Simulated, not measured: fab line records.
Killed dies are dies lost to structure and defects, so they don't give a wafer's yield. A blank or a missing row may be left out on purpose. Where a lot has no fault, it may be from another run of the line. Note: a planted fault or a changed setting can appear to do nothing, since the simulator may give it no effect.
fab line records	flow nandHarc
[record] lots = 12	wafers = 36	lastDay = 32
route steps=1302 shown A_CONTACT@1093 A_BLC@1112 END@1302
lots with no fault: from the same line, run without faults
startH: start of the lot's first displayed wafer, in hours after the record's first day	waitH: hours elapsed since this lot's preceding step	" the same as in the row above	L1.1+2: a single row standing in for several wafers	- value missing, or start not given	* or withheld: withheld	< > ~ a bound
route shown NAME@n: NAME is a module with steps in the file, n the number in the route of the first one	usual: the fault-free wafers' mean and standard deviation	same: alike in all rows	chamber/n: place in a boat	sites: readings site by site	_std_site: how widely they spread, as a standard deviation	_edge_site: inner sites' mean taken away from outer sites' mean	radiusMm: how far each site lies from the wafer's centre	mask NAME#n: copy n	behind: the most recent tool/chamber to have shaped the wafer	hold: why the lot went on hold/how many hours it stayed there/how the hold came to an end	device: which transistor (n, p or np) failed to switch	end of line: tests run on the same wafers once the route is complete	for a step that has no rows: nothing shown but its recipe	killed: the dies lost at the first sort to structure and to defects; this is not the yield of the wafer	map: per-die view of a wafer (x killed, . not killed, _ where there is no die)
set.NAME: the setting the step ran with; set.NAME@STEP: the setting that earlier step ran with	model.NAME: the simulator's own value behind a step, which no gauge read
one table for each step of the route and one row for each wafer, over a sample of lots
services: a tool's chamber out of use, with start hour (startH, from the record's first day; less than 0 if before it), hours out, and reason
[[steps]]
[step NHARC_A_CONTACT_ETCH_98]
[recipe] targetDepthA = 200	overEtchFrac = 0.5	timeS = 10	ionEnergyEv = 250	c4f6FlowSccm = 25	o2FlowSccm = 20	arFlowSccm = 500	rfW = 600	biasW = 500	chemistry = C4F6/O2
[usual] drypumpMotorCurrentA = 5.90/0.29	mfcArSccm = 500.1/1.4	oesProductAu = 0.955/0.018	rfVppV = 547/3.2	showerheadPlenumPTorr = 3.94/0.15	throttleValvePct = 26.903/0.0091
lot.wafer	tool	chamber	startH	waitH	drypumpMotorCurrentA	mfcArSccm	oesProductAu	rfHoursCounterH	rfVppV	showerheadPlenumPTorr	throttleValvePct
L675.2	rieDiel-01	2	-	-	5.87	501.2	0.930	23	546	3.88	26.903
L675.1	"	0	"	"	6.06	501.7	0.951	19	551	4.15	26.893
L675.5	"	1	"	"	5.88	499.1	0.938	-	551	4.08	26.904
L676.2	rieDiel-01	1	-	-	5.90	500.0	0.940	26	550	4.08	26.897
L676.1	"	2	"	"	5.92	497.7	0.942	28	547	3.87	26.885
L676.3	"	3	"	"	5.68	498.8	0.963	26	544	3.78	26.897
L677.1	rieDiel-01	1	533.77	0.1	5.88	500.2	0.963	26	550	4.08	26.900
L677.5	"	1	"	"	5.91	500.1	0.960	-	551	4.08	26.890
L677.4	"	3	"	"	5.65	500.1	0.964	-	545	3.78	26.899
L679.1	rieDiel-01	2	-	-	5.87	501.4	0.963	30	545	3.87	26.903
L679.3	"	3	"	"	5.67	501.0	0.962	30	544	3.77	26.901
L679.5	"	2	"	"	5.90	499.1	0.958	-	547	3.87	26.900
L681.4	rieDiel-01	3	-	-	5.68	498.4	1.001	0	544	3.77	26.909
L681.2	"	0	"	"	6.07	497.6	0.985	0	551	4.14	26.886
L681.5	"	3	"	"	5.69	497.9	1.007	-	546	3.77	26.911
L682.2	rieDiel-01	0	-	-	6.05	500.9	0.946	2	551	4.14	26.885
L682.3	"	1	"	"	5.90	499.3	0.946	2	550	4.08	26.899
L682.6	"	3	"	"	5.67	500.4	0.968	-	542	3.77	26.906
L685.3	rieDiel-01	0	-	-	6.04	499.6	0.934	9	551	4.14	26.886
L685.4	"	3	"	"	5.66	498.9	0.936	9	545	3.77	26.903
L685.5	"	0	"	"	6.07	498.0	0.929	-	552	4.14	26.910
L686.1	rieDiel-01	1	-	-	5.88	499.2	0.931	11	550	4.07	26.899
L686.6	"	0	"	"	6.07	502.6	0.940	-	551	4.14	26.897
L686.5	"	1	"	"	5.88	500.5	0.937	-	552	4.07	26.890
L687.1	rieDiel-05	2	-	-	6.20	499.5	0.956	15	543	3.76	26.904
L687.4	"	0	"	"	6.40	500.7	0.957	14	551	4.11	26.915
L687.5	"	3	"	"	6.13	499.5	0.957	-	545	3.87	26.896
L689.2	rieDiel-07	0	-	-	4.99	499.6	0.966	52	540	3.64	26.894
L689.1	"	2	"	"	5.54	500.4	0.957	55	545	3.82	26.917
L689.4	"	3	"	"	6.35	501.1	0.966	52	549	4.03	26.904
L692.1	rieDiel-01	3	-	-	5.62	500.6	0.952	20	545	3.76	26.913
L692.4	"	0	"	"	6.05	500.7	0.932	20	551	4.13	26.896
L692.6	"	2	"	"	5.84	499.3	0.958	-	546	3.86	26.893
L695.1	rieDiel-01	0	-	-	6.06	502.9	0.943	21	552	4.13	26.913
L695.4	"	1	"	"	5.85	501.4	0.956	21	551	4.06	26.902
L695.5	"	2	"	"	5.88	501.8	0.943	-	546	3.86	26.907
[step NHARC_A_BLC_SOFTBAKE_05]
[recipe] tempC = 105	timeS = 55
[usual] chillPlateTempC = 23.05/0.096	heaterPowerTotalW = 188.47/0.14	plateTempC = 104.99/0.14
lot.wafer	tool	chamber	startH	waitH	chillPlateTempC	heaterPowerTotalW	plateTempC
L675.1	lithoTrack-06	0	509	-	23.04	188.33	105.00
L675.2	"	0	"	"	23.14	188.23	104.92
L675.5	"	0	"	"	23.00	188.61	104.96
L676.1	lithoTrack-04	0	532	-	23.02	188.75	104.93
L676.2	"	0	"	"	23.03	188.44	105.04
L676.3	"	0	"	"	22.89	188.45	104.94
L677.1	lithoTrack-01	0	536	-	22.98	188.49	105.06
L677.4	"	0	"	"	22.99	188.49	105.05
L677.5	"	0	"	"	23.21	188.78	105.21
L679.1	lithoTrack-01	0	548	-	23.08	188.66	104.94
L679.3	"	0	"	"	23.00	188.63	104.72
L679.5	"	0	"	"	23.09	188.29	104.45
L681.2	lithoTrack-01	0	572	-	23.00	188.30	104.99
L681.4	"	0	"	"	22.99	188.33	104.98
L681.5	"	0	"	"	23.07	188.48	105.15
L682.2	lithoTrack-01	0	587	-	23.07	188.42	105.09
L682.3	"	0	"	"	22.98	188.42	104.83
L682.6	"	0	"	"	23.09	188.59	105.05
L685.3	lithoTrack-04	0	616	-	23.00	188.46	105.05
L685.4	"	0	"	"	23.01	188.37	105.11
L685.5	"	0	"	"	22.86	188.67	105.11
L686.1	lithoTrack-04	0	619	-	23.10	188.46	104.69
L686.5	"	0	"	"	23.12	188.36	104.79
L686.6	"	0	"	"	23.14	188.40	104.74
L687.1	lithoTrack-04	0	634	-	23.19	188.68	104.90
L687.4	"	0	"	"	23.06	188.48	104.94
L687.5	"	0	"	"	23.16	188.32	104.99
L689.1	lithoTrack-06	0	650	-	23.03	188.35	104.90
L689.2	"	0	"	"	22.87	188.72	104.83
L689.4	"	0	"	"	23.17	188.73	104.95
L692.1	lithoTrack-01	0	710	-	23.27	186.81	104.91
L692.4	"	0	"	"	23.08	187.15	105.14
L692.6	"	0	"	"	23.05	186.62	105.13
L695.1	lithoTrack-01	0	720	-	23.13	186.77	105.19
L695.4	"	0	"	"	23.00	186.77	105.05
L695.5	"	0	"	"	23.00	186.71	105.11
[step NHARC_A_BLC_CD_MEAS_10]
[recipe] targetCdNm = 100	landingEnergyEv = 500
[usual] cdNm = 99.9/0.45
lot.wafer	tool	chamber	startH	waitH	cdNm
L675.1	cdSem-01	0	510.29	-	99.1
L675.2	"	0	"	"	99.5
L675.5	"	0	"	"	99.1
L676.1	cdSem-02	0	533.24	-	100.1
L676.2	"	0	"	"	100.2
L676.3	"	0	"	"	99.7
L677.1	cdSem-02	0	536.90	-	100.5
L677.4	"	0	"	"	99.9
L677.5	"	0	"	"	100.2
L679.1	cdSem-03	0	549.16	-	100.6
L679.3	"	0	"	"	100.3
L679.5	"	0	"	"	100.6
L681.2	cdSem-01	0	572.91	-	100.0
L681.4	"	0	"	"	99.8
L681.5	"	0	"	"	99.5
L682.2	cdSem-02	0	587.80	-	100.0
L682.3	"	0	"	"	99.9
L682.6	"	0	"	"	100.4
L685.3	cdSem-01	0	617.42	-	100.2
L685.4	"	0	"	"	99.9
L685.5	"	0	"	"	100.0
L686.1	cdSem-01	0	620.13	-	100.4
L686.5	"	0	"	"	100.5
L686.6	"	0	"	"	100.9
L687.1	cdSem-02	0	634.32	-	99.6
L687.4	"	0	"	"	99.3
L687.5	"	0	"	"	99.8
L689.1	cdSem-03	0	650.91	-	100.5
L689.2	"	0	"	"	100.2
L689.4	"	0	"	"	100.0
L692.1	cdSem-03	0	711.06	-	100.0
L692.4	"	0	"	"	100.5
L692.6	"	0	"	"	100.9
L695.1	cdSem-03	0	720.46	-	99.8
L695.4	"	0	"	"	99.8
L695.5	"	0	"	"	99.9
[step NHARC_A_BLC_ETCH_16]
[recipe] targetDepthA = 390	overEtchFrac = 0.3	timeS = 65	ionEnergyEv = 80	cf4FlowSccm = 150	arFlowSccm = 0	rfW = 300	biasW = 100	chemistry = CF4
[usual] drypumpMotorCurrentA = 5.7/0.4	mfcArSccm = 0.006/0.0088	oesProductAu = 1.002/0.0083	rfVppV = 151.0/1	showerheadPlenumPTorr = 1.75/0.05	throttleValvePct = 13.283/0.0094
lot.wafer	tool	chamber	startH	waitH	drypumpMotorCurrentA	mfcArSccm	oesProductAu	rfHoursCounterH	rfVppV	showerheadPlenumPTorr	throttleValvePct
L675.1	rieDiel-11	3	510.57	0.1	5.9	0.017	1.012	4	150.9	1.82	13.294
L675.2	"	0	"	"	6.4	0.024	0.994	4	153.2	1.78	13.279
L675.5	"	0	"	"	6.4	0.024	1.004	-	152.3	1.78	13.289
L676.1	rieDiel-08	2	533.51	0.1	6.0	0.016	0.983	10	151.0	1.77	13.279
L676.2	"	3	"	"	5.6	0	1.008	9	150.9	1.73	13.276
L676.3	"	0	"	"	5.1	0	0.999	9	151.7	1.79	13.270
L677.1	rieDiel-11	2	537.19	0.1	5.8	0	0.998	8	151.4	1.73	13.276
L677.4	"	3	"	"	5.9	0.017	1.005	-	152.2	1.82	13.290
L677.5	"	1	"	"	5.5	0	1.000	-	150.6	1.77	13.293
L679.3	rieDiel-11	3	549.43	0.1	5.9	0.017	0.996	8	151.9	1.82	13.277
L679.1	"	0	"	"	6.4	0.024	1.001	7	150.0	1.78	13.277
L679.5	"	0	"	"	6.4	0.024	1.008	-	150.7	1.78	13.286
L681.4	rieDiel-11	0	573.17	0.1	6.4	0.024	0.998	9	149.5	1.78	13.265
L681.2	"	1	"	"	5.5	0	1.010	10	151.2	1.76	13.274
L681.5	"	0	"	"	6.4	0.024	1.004	-	151.4	1.78	13.279
L682.2	rieDiel-08	0	588.06	0.1	5.1	0	0.995	2	150.3	1.79	13.287
L682.3	"	1	"	"	5.7	0	1.004	2	149.0	1.65	13.283
L682.6	"	0	"	"	5.0	0	0.996	-	152.4	1.79	13.296
L685.3	rieDiel-08	1	617.69	0.1	5.7	0	1.013	3	149.0	1.65	13.266
L685.4	"	2	"	"	6.0	0.016	1.006	3	150.8	1.77	13.293
L685.5	"	3	"	"	5.6	0	1.009	-	150.6	1.73	13.292
L686.1	rieDiel-11	1	620.41	0.1	5.5	0	1.003	0	152.1	1.76	13.276
L686.5	"	0	"	"	6.4	0.024	0.994	-	150.2	1.77	13.289
L686.6	"	1	"	"	5.5	0	1.008	-	151.4	1.76	13.278
L687.1	rieDiel-08	2	634.62	0.1	5.9	0.016	0.992	5	151.8	1.77	13.292
L687.5	"	0	"	"	5.1	0	1.006	-	151.1	1.79	13.292
L687.4	"	2	"	"	6.0	0.016	0.985	-	154.1	1.76	13.282
L689.1	rieDiel-08	3	651.19	0.1	5.6	0	0.998	6	151.2	1.73	13.289
L689.2	"	0	"	"	5.1	0	0.991	6	153.2	1.79	13.294
L689.4	"	1	"	"	5.7	0	0.983	5	149.7	1.65	13.282
L692.1	rieDiel-08	3	711.33	0.1	5.6	0	1.008	10	151.5	1.73	13.276
L692.4	"	2	"	"	6.0	0.016	0.995	10	152.2	1.76	13.281
L692.6	"	0	"	"	5.1	0	1.007	-	152.3	1.79	13.279
L695.4	rieDiel-11	3	720.74	0.1	5.9	0.017	0.994	9	151.8	1.82	13.283
L695.1	"	0	"	"	6.4	0.024	0.979	8	151.9	1.77	13.278
L695.5	"	1	"	"	5.5	0	1.008	-	151.6	1.76	13.279
[step NHARC_END_SORT_01]
[recipe] tempC = 25
[usual] killedAtArray = 50/14	killedAtOther = 0.9/1	killedAtPeriphery = 3.9/2.5	killedDies = 55/15	killedOpen = 3.5/1.9	killedShort = 2.5/1.7
[same] grossDies = 677
lot.wafer	tool	chamber	startH	waitH	killedAtArray	killedAtOther	killedAtPeriphery	killedDies	killedOpen	killedShort
L675.1	prober-02	0	554.83	2.5	41	1	3	45	4	1
L675.2	prober-02	0	555.64	2.8	54	0	7	61	5	1
L675.5	prober-02	0	558.09	3.8	56	1	2	59	4	5
L676.1	prober-02	0	575.43	2.5	47	0	4	51	4	1
L676.2	prober-02	0	576.22	2.8	51	0	3	54	4	3
L676.3	prober-02	0	577.02	3.1	53	0	4	57	3	3
L677.1	prober-01	0	583.17	2.5	50	1	1	52	1	1
L677.4	prober-01	0	585.56	3.4	46	0	4	50	4	1
L677.5	prober-01	0	586.35	3.7	44	1	3	48	1	1
L679.1	prober-02	0	592.52	2.5	45	0	3	48	4	3
L679.3	prober-02	0	594.14	3.1	46	1	2	49	4	1
L679.5	prober-02	0	595.75	3.7	51	1	8	60	6	5
L681.2	prober-02	0	617.47	2.8	56	1	2	59	1	3
L681.4	prober-02	0	619.04	3.4	66	1	1	68	1	0
L681.5	prober-02	0	619.83	3.7	66	1	1	68	0	0
L682.2	prober-01	0	631.28	2.8	71	1	5	77	3	2
L682.3	prober-01	0	632.08	3.1	47	0	8	55	4	4
L682.6	prober-01	0	634.49	4.0	69	1	13	83	2	0
L686.1	prober-02	0	663.67	2.5	43	1	1	45	5	2
L686.5	prober-02	0	666.87	3.7	35	1	3	39	4	3
L686.6	prober-02	0	667.67	4.0	25	2	2	29	1	2
L685.3	prober-01	0	665.29	3.1	69	3	1	73	6	2
L685.4	prober-01	0	666.10	3.4	38	1	4	43	4	1
L685.5	prober-01	0	666.91	3.7	45	0	2	47	2	2
L687.1	prober-01	0	679.29	2.5	47	0	5	52	2	2
L687.4	prober-01	0	681.72	3.4	45	0	11	56	5	4
L687.5	prober-01	0	682.52	3.7	47	0	8	55	5	2
L689.1	prober-01	0	694.27	2.5	56	0	6	62	5	2
L689.2	prober-01	0	695.07	2.8	66	0	6	72	10	0
L689.4	prober-01	0	696.68	3.4	66	2	9	77	3	6
L692.1	prober-02	0	754.05	2.6	47	1	8	56	5	1
L692.4	prober-02	0	756.46	3.4	48	0	2	50	1	1
L692.6	prober-02	0	758.06	4.0	65	0	6	71	7	2
L695.1	prober-01	0	770.71	2.5	57	1	10	68	5	9
L695.4	prober-01	0	773.10	3.4	54	3	4	61	3	2
L695.5	prober-01	0	773.90	3.7	50	3	4	57	3	2
// killed by level:class
L675.1 A_CHANNEL_HOLE_D1:chamberFilmFlake=19 A_CHANNEL_HOLE_D2:chamberFilmFlake=6 A_STAIRCASE:chamberFilmFlake=3 A_CHANNEL_FILL_D2:chamberFilmFlake=2 A_ZERO_WELL:chamberFilmFlake=2 A_CHANNEL_FILL_D1:chamberFilmFlake=2 A_SGD_CUT:chamberFilmFlake=2 P_CONTACT:geometricParticle:open=1
L675.2 A_CHANNEL_HOLE_D1:chamberFilmFlake=25 A_CHANNEL_HOLE_D2:chamberFilmFlake=7 A_STAIRCASE:chamberFilmFlake=7 P_CONTACT:chamberFilmFlake=5 A_ZERO_WELL:chamberFilmFlake=5 A_SGD_CUT:chamberFilmFlake=3 P_CONTACT:geometricParticle:open=1 A_ONON_D1:geometricParticle:open=1
L675.5 A_CHANNEL_HOLE_D1:chamberFilmFlake=34 A_CHANNEL_HOLE_D2:chamberFilmFlake=6 P_CONTACT:geometricParticle:open=2 A_DECK1_JOINT:geometricParticle:short=2 A_CHANNEL_FILL_D1:chamberFilmFlake=2 A_DECK1_JOINT:chamberFilmFlake=2 A_STAIRCASE:chamberFilmFlake=2 A_SOURCE_PLATE:geometricParticle:short=1
L676.1 A_SLIT:chamberFilmFlake=19 A_CHANNEL_HOLE_D2:chamberFilmFlake=11 A_ZERO_WELL:chamberFilmFlake=6 P_GATE:chamberFilmFlake=4 A_CHANNEL_HOLE_D1:chamberFilmFlake=2 A_CONTACT:chamberFilmFlake=2 A_CHANNEL_FILL_D1:geometricParticle:open=1 A_DECK1_JOINT:geometricParticle:short=1
L676.2 A_CHANNEL_HOLE_D2:chamberFilmFlake=20 A_SLIT:chamberFilmFlake=18 P_M0:geometricParticle:short=2 A_ZERO_WELL:chamberFilmFlake=2 A_WL_FILL:chamberFilmFlake=2 A_CONTACT:chamberFilmFlake=2 A_ONON_D2:geometricParticle:open=1 A_ONON_D2:geometricParticle:short=1
L676.3 A_CHANNEL_HOLE_D2:chamberFilmFlake=20 A_SLIT:chamberFilmFlake=18 P_GATE:chamberFilmFlake=3 A_ZERO_WELL:chamberFilmFlake=3 A_CONTACT:chamberFilmFlake=3 A_M0:geometricParticle:open=2 A_CHANNEL_HOLE_D1:chamberFilmFlake=2 P_CONTACT:geometricParticle:open=1
L677.1 A_SLIT:chamberFilmFlake=26 A_CHANNEL_HOLE_D2:chamberFilmFlake=15 A_CONTACT:chamberFilmFlake=3 P_M2:geometricParticle:open=1 A_BLC:geometricParticle:short=1 A_ZERO_WELL:chamberFilmFlake=1 A_CHANNEL_HOLE_D1:chamberFilmFlake=1 A_CHANNEL_FILL_D2:chamberFilmFlake=1
L677.4 A_SLIT:chamberFilmFlake=20 A_CHANNEL_HOLE_D2:chamberFilmFlake=17 A_WL_FILL:chamberFilmFlake=2 P_GATE:geometricParticle:open=1 P_CONTACT:geometricParticle:open=1 A_SOURCE_PLATE:geometricParticle:short=1 A_SGD_CUT:geometricParticle:open=1 A_BLC:geometricParticle:open=1
L677.5 A_SLIT:chamberFilmFlake=22 A_CHANNEL_HOLE_D2:chamberFilmFlake=12 A_CONTACT:chamberFilmFlake=4 P_GATE:chamberFilmFlake=2 A_SGD_CUT:chamberFilmFlake=2 A_ONON_D1:geometricParticle:short=1 A_CHANNEL_FILL_D1:geometricParticle:open=1 P_STI:chamberFilmFlake=1
L679.1 A_CHANNEL_HOLE_D2:chamberFilmFlake=33 A_CHANNEL_HOLE_D1:chamberFilmFlake=4 P_CONTACT:chamberFilmFlake=2 P_GATE:geometricParticle:open=1 A_ONON_D1:geometricParticle:open=1 A_ONON_D1:geometricParticle:short=1 A_CHANNEL_FILL_D1:geometricParticle:open=1 A_ONON_D2:geometricParticle:short=1
L679.3 A_CHANNEL_HOLE_D2:chamberFilmFlake=31 A_CHANNEL_HOLE_D1:chamberFilmFlake=4 A_CONTACT:chamberFilmFlake=3 A_STAIRCASE:chamberFilmFlake=2 P_CONTACT:geometricParticle:open=1 A_SOURCE_PLATE:geometricParticle:open=1 A_ONON_D1:geometricParticle:short=1 A_ONON_D2:geometricParticle:open=1
L679.5 A_CHANNEL_HOLE_D2:chamberFilmFlake=35 A_ONON_D2:geometricParticle:open=3 A_ONON_D2:geometricParticle:short=2 A_CONTACT:geometricParticle:open=2 P_STI:chamberFilmFlake=2 A_CHANNEL_HOLE_D1:chamberFilmFlake=2 P_M0:geometricParticle:short=1 P_M1:geometricParticle:short=1
L681.2 A_SLIT:chamberFilmFlake=24 A_CHANNEL_HOLE_D2:chamberFilmFlake=14 A_STAIRCASE:chamberFilmFlake=7 A_CHANNEL_HOLE_D1:chamberFilmFlake=4 P_BONDPAD:chamberFilmFlake=2 A_CONTACT:chamberFilmFlake=2 A_ONON_D1:geometricParticle:short=1 A_CHANNEL_HOLE_D2:geometricParticle:short=1
L681.4 A_CHANNEL_HOLE_D2:chamberFilmFlake=28 A_SLIT:chamberFilmFlake=27 A_STAIRCASE:chamberFilmFlake=7 A_CONTACT:chamberFilmFlake=2 A_BLC:geometricParticle:open=1 P_BONDPAD:chamberFilmFlake=1 A_CHANNEL_HOLE_D1:chamberFilmFlake=1 THIN_TSV:chamberFilmFlake=1
L681.5 A_SLIT:chamberFilmFlake=32 A_CHANNEL_HOLE_D2:chamberFilmFlake=20 A_CHANNEL_HOLE_D1:chamberFilmFlake=5 A_CONTACT:chamberFilmFlake=5 A_STAIRCASE:chamberFilmFlake=3 P_ZERO_WELL:chamberFilmFlake=1 A_WL_FILL:chamberFilmFlake=1 THIN_TSV:chamberFilmFlake=1
L682.2 A_CHANNEL_HOLE_D1:chamberFilmFlake=33 A_CHANNEL_HOLE_D2:chamberFilmFlake=19 A_CONTACT:chamberFilmFlake=9 P_CONTACT:chamberFilmFlake=4 A_WL_FILL:chamberFilmFlake=3 A_STAIRCASE:chamberFilmFlake=2 P_GATE:geometricParticle:open=1 A_DECK1_JOINT:geometricParticle:short=1
L682.3 A_CHANNEL_HOLE_D2:chamberFilmFlake=13 A_CHANNEL_HOLE_D1:chamberFilmFlake=10 A_CONTACT:chamberFilmFlake=9 P_CONTACT:chamberFilmFlake=6 A_WL_FILL:chamberFilmFlake=4 A_ONON_D1:geometricParticle:open=2 A_STAIRCASE:chamberFilmFlake=2 P_CONTACT:geometricParticle:open=1
L682.6 A_CHANNEL_HOLE_D1:chamberFilmFlake=31 A_CHANNEL_HOLE_D2:chamberFilmFlake=23 P_CONTACT:chamberFilmFlake=11 A_CONTACT:chamberFilmFlake=9 A_SLIT:chamberFilmFlake=2 A_WL_FILL:chamberFilmFlake=2 P_M0:geometricParticle:open=1 A_CONTACT:geometricParticle:open=1
L686.1 A_CHANNEL_HOLE_D2:chamberFilmFlake=18 A_STAIRCASE:chamberFilmFlake=6 A_CHANNEL_HOLE_D1:chamberFilmFlake=5 A_CHANNEL_FILL_D1:chamberFilmFlake=3 A_SLIT:chamberFilmFlake=2 A_BLC:chamberFilmFlake=2 P_CONTACT:geometricParticle:open=1 A_CHANNEL_FILL_D1:geometricParticle:open=1
L685.3 A_CHANNEL_HOLE_D1:chamberFilmFlake=32 A_CHANNEL_HOLE_D2:chamberFilmFlake=14 A_CONTACT:chamberFilmFlake=10 A_BLC:chamberFilmFlake=3 THIN_TSV:chamberFilmFlake=3 A_ONON_D1:geometricParticle:open=2 A_ONON_D1:geometricParticle:short=1 A_CHANNEL_HOLE_D1:geometricParticle:open=1
L685.4 A_CHANNEL_HOLE_D1:chamberFilmFlake=15 A_CHANNEL_HOLE_D2:chamberFilmFlake=10 A_BLC:chamberFilmFlake=3 A_STAIRCASE:geometricParticle:open=2 P_M2:chamberFilmFlake=2 A_CONTACT:chamberFilmFlake=2 A_ONON_D1:geometricParticle:short=1 A_CHANNEL_HOLE_D1:geometricParticle:open=1
L686.5 A_CHANNEL_HOLE_D2:chamberFilmFlake=12 A_CHANNEL_HOLE_D1:chamberFilmFlake=6 A_SLIT:chamberFilmFlake=4 A_CONTACT:chamberFilmFlake=4 A_STAIRCASE:chamberFilmFlake=2 P_CONTACT:geometricParticle:short=1 P_M0:geometricParticle:open=1 A_DECK1_JOINT:geometricParticle:open=1
L685.5 A_CHANNEL_HOLE_D2:chamberFilmFlake=16 A_CHANNEL_HOLE_D1:chamberFilmFlake=15 A_CONTACT:chamberFilmFlake=3 A_BLC:chamberFilmFlake=3 P_M2:chamberFilmFlake=2 A_STAIRCASE:chamberFilmFlake=2 A_CHANNEL_FILL_D2:geometricParticle:short=1 A_CHANNEL_FILL_D2:geometricParticle:open=1
L686.6 A_CHANNEL_HOLE_D2:chamberFilmFlake=10 A_CHANNEL_HOLE_D1:chamberFilmFlake=6 A_STAIRCASE:chamberFilmFlake=2 A_BLC:chamberFilmFlake=2 THIN_TSV:chamberFilmFlake=2 A_CHANNEL_FILL_D1:geometricParticle:open=1 A_SGD_CUT:geometricParticle:short=1 A_WL_FILL:geometricParticle:short=1
L687.1 A_CHANNEL_HOLE_D1:chamberFilmFlake=17 A_CHANNEL_HOLE_D2:chamberFilmFlake=12 A_SLIT:chamberFilmFlake=6 A_CONTACT:chamberFilmFlake=4 P_BONDPAD:chamberFilmFlake=3 A_STAIRCASE:chamberFilmFlake=3 P_ZERO_WELL:geometricParticle:open=1 A_CHANNEL_FILL_D1:geometricParticle:short=1
L687.4 A_CHANNEL_HOLE_D2:chamberFilmFlake=19 A_CHANNEL_HOLE_D1:chamberFilmFlake=16 P_M0:geometricParticle:open=4 P_BONDPAD:chamberFilmFlake=4 A_SGD_CUT:chamberFilmFlake=4 A_CHANNEL_FILL_D1:geometricParticle:short=2 P_CONTACT:geometricParticle:open=1 P_CONTACT:geometricParticle:short=1
L687.5 A_CHANNEL_HOLE_D2:chamberFilmFlake=22 A_CHANNEL_HOLE_D1:chamberFilmFlake=9 A_STAIRCASE:chamberFilmFlake=3 A_SGD_CUT:chamberFilmFlake=3 A_WL_FILL:chamberFilmFlake=3 P_GATE:geometricParticle:open=2 P_GATE:chamberFilmFlake=2 A_SLIT:chamberFilmFlake=2
L689.1 A_CHANNEL_HOLE_D2:chamberFilmFlake=22 A_CHANNEL_HOLE_D1:chamberFilmFlake=15 A_CONTACT:chamberFilmFlake=9 P_GATE:chamberFilmFlake=3 A_SLIT:chamberFilmFlake=3 A_STAIRCASE:chamberFilmFlake=2 A_M0:geometricParticle:open=2 P_CONTACT:geometricParticle:short=1
L689.2 A_CHANNEL_HOLE_D1:chamberFilmFlake=36 A_CHANNEL_HOLE_D2:chamberFilmFlake=14 A_CONTACT:chamberFilmFlake=5 A_CHANNEL_FILL_D2:geometricParticle:open=3 P_GATE:chamberFilmFlake=3 A_CHANNEL_FILL_D1:geometricParticle:open=2 A_SLIT:chamberFilmFlake=2 A_STAIRCASE:chamberFilmFlake=2
L689.4 A_CHANNEL_HOLE_D1:chamberFilmFlake=37 A_CHANNEL_HOLE_D2:chamberFilmFlake=17 P_GATE:chamberFilmFlake=5 A_SLIT:chamberFilmFlake=3 STARTING-WAFER:geometricParticle:short=2 P_STI:chamberFilmFlake=2 A_CONTACT:chamberFilmFlake=2 P_STI:geometricParticle:short=1
L692.1 A_CHANNEL_HOLE_D2:chamberFilmFlake=20 A_CONTACT:chamberFilmFlake=11 A_CHANNEL_HOLE_D1:chamberFilmFlake=7 P_GATE:geometricParticle:open=2 A_SLIT:chamberFilmFlake=2 A_CHANNEL_FILL_D2:geometricParticle:open=2 P_GATE:chamberFilmFlake=2 A_CHANNEL_FILL_D2:chamberFilmFlake=2
L692.4 A_CHANNEL_HOLE_D1:chamberFilmFlake=15 A_CHANNEL_HOLE_D2:chamberFilmFlake=14 A_CONTACT:chamberFilmFlake=8 A_ZERO_WELL:chamberFilmFlake=2 A_CHANNEL_FILL_D1:chamberFilmFlake=2 A_CHANNEL_FILL_D2:chamberFilmFlake=2 A_STAIRCASE:chamberFilmFlake=2 A_SLIT:chamberFilmFlake=2
L692.6 A_CHANNEL_HOLE_D2:chamberFilmFlake=23 A_CHANNEL_HOLE_D1:chamberFilmFlake=16 A_CONTACT:chamberFilmFlake=12 A_SLIT:chamberFilmFlake=3 P_STI:chamberFilmFlake=2 P_GATE:chamberFilmFlake=2 P_M0:geometricParticle:open=1 P_M0:geometricParticle:short=1
L695.1 A_CHANNEL_HOLE_D2:chamberFilmFlake=22 A_CHANNEL_HOLE_D1:chamberFilmFlake=8 A_SLIT:chamberFilmFlake=8 A_CONTACT:chamberFilmFlake=5 P_CONTACT:chamberFilmFlake=3 P_STI:geometricParticle:short=2 A_DECK1_JOINT:chamberFilmFlake=2 P_GATE:geometricParticle:short=1
L695.4 A_CHANNEL_HOLE_D2:chamberFilmFlake=28 A_CHANNEL_HOLE_D1:chamberFilmFlake=8 A_CONTACT:chamberFilmFlake=6 A_SLIT:chamberFilmFlake=5 P_CONTACT:chamberFilmFlake=3 THIN_TSV:chamberFilmFlake=3 A_CHANNEL_FILL_D1:chamberFilmFlake=2 P_CONTACT:geometricParticle:open=1
L695.5 A_CHANNEL_HOLE_D2:chamberFilmFlake=23 A_CONTACT:chamberFilmFlake=7 A_CHANNEL_HOLE_D1:chamberFilmFlake=6 P_CONTACT:chamberFilmFlake=4 A_SLIT:chamberFilmFlake=4 THIN_TSV:chamberFilmFlake=3 A_STAIRCASE:chamberFilmFlake=2 A_CHANNEL_HOLE_D1:geometricParticle:open=1
[[services]]
tool	chamber	startH	hours	kind
rieDiel-08	3	495.83	8.4	repair
lithoTrack-01	-	505.00	7.0	pm
rieDiel-11	1	509.15	2.6	repair
rieDiel-05	1	511.35	3.4	repair
lithoTrack-06	-	529.00	7.0	pm
rieDiel-11	0	531.12	12.0	repair
rieDiel-01	2	532.67	6.3	repair
rieDiel-08	-	544.80	9.0	pm
lithoTrack-04	-	553.00	7.0	pm
rieDiel-01	-	558.32	9.0	pm
rieDiel-05	-	586.10	9.0	pm
rieDiel-11	-	609.50	9.0	pm
rieDiel-01	-	619.30	36.6	repair
rieDiel-08	3	622.53	9.8	repair
rieDiel-08	1	633.67	10.1	repair
rieDiel-08	1	644.34	4.9	repair
rieDiel-07	-	649.66	9.0	pm
rieDiel-08	3	653.73	4.9	repair
rieDiel-05	3	662.16	5.9	repair
rieDiel-07	3	662.54	3.8	repair
lithoTrack-01	-	680.00	7.0	pm
rieDiel-11	0	698.12	3.8	repair
lithoTrack-06	-	704.00	7.0	pm
rieDiel-11	1	704.28	14.6	repair
[[key]]
[firstSign] step = NHARC_A_BLC_SOFTBAKE_05	reading = heaterPowerTotalW	direction = down	sigmas = 12	usual = *	struck = *
effect none on later readings
metAt NHARC_A_BLC_SOFTBAKE_05
struckLots L692,L695
testerLeftOut L692,L695
notActingAt NHARC_A_CONTACT_ETCH_98,NHARC_A_BLC_CD_MEAS_10,NHARC_A_BLC_ETCH_16
onsetBetween 587 710
[fault] kind = processParameterDrift	tool = lithoTrack-01	chamber = -	onsetH = 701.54	steps = NHARC_A_BLC_SOFTBAKE_05	channel = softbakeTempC	offset = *	shape = step	endH = 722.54	actsIn = *	stated = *
// testerLeftOut: of these lots the tester's yield and bins aren't shown, on N5 and GAA mostly nor the transistor test; their killed dies are dies lost to structure and defects alone, not to doping, threshold or leakage, so they don't give the yield
